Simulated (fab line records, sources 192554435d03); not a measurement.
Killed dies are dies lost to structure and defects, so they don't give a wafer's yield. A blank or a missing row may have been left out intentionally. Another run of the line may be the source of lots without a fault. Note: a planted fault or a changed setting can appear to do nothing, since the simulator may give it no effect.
Problem report, 8D (eight disciplines) form, completed by code	flow n5Finfet	the parts of the form that need people (team, actions taken, sign-off) are left out

== 1. PROBLEM STATEMENT ==
Mean of spinSpeedRpm at N5_BEOL_M12_COAT_58: 1545.1 rpm across 6 wafers in 2 lots; on wafers with no fault it is 1500.0 rpm (standard deviation 1). That is +45 standard deviations from the usual mean.
The step: time 60 s, resist thk 89 nm.
Earliest sighting: wafer L346.2 on lithoTrack-01 at day 14 13:57. The record holds 32 wafers of 11 lots with a number at this step. Rule for "out", or "out of limits": more than 4 standard deviations from the usual mean. The other wafers with a number count as sound.

== 2. WHAT IT IS, WHAT IT ISN'T ==
question	is	is not
which readings at this step	spinSpeedRpm	-
which lots	L346, L347	L336, L337, L338, L341, L342, L344, L345, L349, L351
which wafers of those lots	all that have a number	-
read on which tools	lithoTrack-01	lithoTrack-04, lithoTrack-05
when	from day 14 13:57	up to then (20 sound wafers); but 6 sound wafers of L349, L351 came after

== 3. WHAT RULES OUT EACH SUSPECT ==
Counting: any tool at a process step up to the reading is kept as a suspect provided that every lot that is out went through it and no sound lot did after the first of them.
- lithoTrack-01 at N5_BEOL_M12_COAT_58 (time 60 s, resist thk 89 nm): kept. It ran every lot that is out, first L346 (day 14 13:57), and no sound lot after that; its last sound lot up to then is L345 (day 13 21:04). Its own spinSpeedRpm readings are out on those wafers.
Remaining after the count: lithoTrack-01 at N5_BEOL_M12_COAT_58.

== 4. THE CAUSE (what the simulator had put in) ==
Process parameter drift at N5_BEOL_M12_COAT_58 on lithoTrack-01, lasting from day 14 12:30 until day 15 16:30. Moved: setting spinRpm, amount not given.
The count eliminated every tool but this one.

== 5. SEQUENCE OF EFFECTS, ordered by route ==
Each row: a reading where the mean over the struck wafers with a number is more than 3 standard deviations away from the usual. Readings are gone through only where the record gives a usual standard deviation; hours: the median, over the lots, of the time from a lot's start at the first step in this table giving one to that lot's start at this step; sigmas: the change measured in usual standard deviations.
hours	step	reading	usual	on struck wafers	change	sigmas
0	N5_BEOL_M12_COAT_58	spinSpeedRpm	1500.0 rpm	1545.1	+45.1	+45
1	N5_BEOL_M12_STRIP_64	stripTimeToEndpointS	31.31 s	30.94	-0.37	-5.1
Process steps it contains:
- N5_BEOL_M12_COAT_58: time 60 s, resist thk 89 nm.
- N5_BEOL_M12_STRIP_64: strips in N2/H2.

== 6. HOW IT WOULD HAVE BEEN CAUGHT EARLIER ==
In this record the first reading out of limits was taken at day 14 13:57, 1 hour after the fault began at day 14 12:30.
